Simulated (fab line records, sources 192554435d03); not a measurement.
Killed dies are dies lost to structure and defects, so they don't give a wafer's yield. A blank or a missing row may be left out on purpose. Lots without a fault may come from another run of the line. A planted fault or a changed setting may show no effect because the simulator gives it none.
Split-lot experiment | flow n5_finfet | 7 lots, 21 wafers read, on a route of 1938 steps

THE SPLIT
At N5_BEOL_M7_VIA_ETCH_34 (etches SiCOH lowk in C4F6/O2, target depth 125.5 nm, time 50.5 s), the setting source_w was moved away from the recipe's 345 W on 9 of the 21 wafers read, by -10.7% to +17.4%. The other wafers ran this setting at the recipe's value.

The reading is taken at the split's own step.

THE READING
etch.depth_nm (the simulator's own value, which no gauge read), in nm, at N5_BEOL_M7_VIA_ETCH_34 (etches SiCOH lowk in C4F6/O2, target depth 125.5 nm, time 50.5 s). The file gives no usual value for it. The 12 wafers here that ran the recipe average 125.2 nm, standard deviation 1.9 nm.

wafer  | tool, chamber at the split | source_w as run, W | against the recipe | etch.depth_nm, nm | against lot-mates on the recipe
L074.2 | rie_diel-04, 3             | 404.9              | +17.4%             | 132               | +10.0
L074.3 | rie_diel-04, 0             | 345                | recipe             | 123.7             | -
L074.4 | rie_diel-04, 1             | 345                | recipe             | 120.2             | -
L085.2 | rie_diel-06, 1             | 311.9              | -9.6%              | 123.2             | -2.6
L085.3 | rie_diel-06, 3             | 345                | recipe             | 125.8             | -
L085.4 | rie_diel-06, 2             | 311.9              | -9.6%              | 123.1             | -2.7
L086.1 | rie_diel-02, 3             | 345                | recipe             | 127               | -
L086.4 | rie_diel-02, 2             | 345                | recipe             | 126.7             | -
L086.6 | rie_diel-02, 1             | 379.6              | +10.0%             | 131.3             | +4.5
L088.3 | rie_diel-02, 3             | 345                | recipe             | 126.9             | -
L088.5 | rie_diel-02, 3             | 345                | recipe             | 126.9             | -
L088.4 | rie_diel-02, 2             | 308.2              | -10.7%             | 120.8             | -6.1
L092.3 | rie_diel-06, 2             | 345                | recipe             | 126.5             | -
L092.5 | rie_diel-06, 0             | 310.9              | -9.9%              | 122.5             | -4.0
L092.6 | rie_diel-06, 3             | 310.9              | -9.9%              | 120.8             | -5.7
L091.1 | rie_diel-04, 0             | 345                | recipe             | 123.9             | -
L091.4 | rie_diel-04, 2             | 345                | recipe             | 124               | -
L091.5 | rie_diel-04, 3             | 345                | recipe             | 125.9             | -
L095.2 | rie_diel-04, 3             | 345                | recipe             | 124.8             | -
L095.3 | rie_diel-04, 2             | 376.8              | +9.2%              | 127.9             | +3.1
L095.5 | rie_diel-04, 3             | 376.8              | +9.2%              | 129.4             | +4.6

THE FIT
A straight line over all 21 wafers: etch.depth_nm changes by +0.376 nm for each +1% of source_w; r = +0.85; the points scatter about the line by 1.7 nm.
The same after taking each lot's own level away (the mean of its wafers on the recipe; 21 wafers): +0.472 nm for each +1%; r = +0.95; scatter 1.1 nm.
On that fit, the largest move of source_w shifts the reading by 8.2 nm.
The lots' own levels span 121.95 to 126.90 nm, that is 2.6 times the standard deviation above.
So the lot-to-lot level changes the slope: the two fits differ.
Check: with one of the wafers moved furthest among these (+17.4%) left out of the fit, the line predicts +7.45 nm for it against its lot-mates. It came out at +10 nm against them.

OTHER SPLITS ON THESE WAFERS
These wafers also went through other splits before the reading. Each is held against what the fit with the lots' levels taken away leaves over:
other split on the same wafers | wafers away from the commonest value | r with etch.depth_nm (lot level and that fit taken away)
N5_BEOL_M3_EXPOSE_08 dose_mj   | 9                                    | -0.36
N5_BEOL_M4_DESCUM_16 time_s    | 8                                    | +0.16
N5_BEOL_M5_COAT_05 spin_rpm    | 12                                   | +0.09
N5_BEOL_M5_ETCH_72 source_w    | 4                                    | -0.39
N5_BEOL_M7_ILD_DEP_00 time_s   | 7                                    | +0.11

THE FILE'S OWN FIT
etch.depth_nm changes by +0.497 nm for each +1% of source_w, r = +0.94.
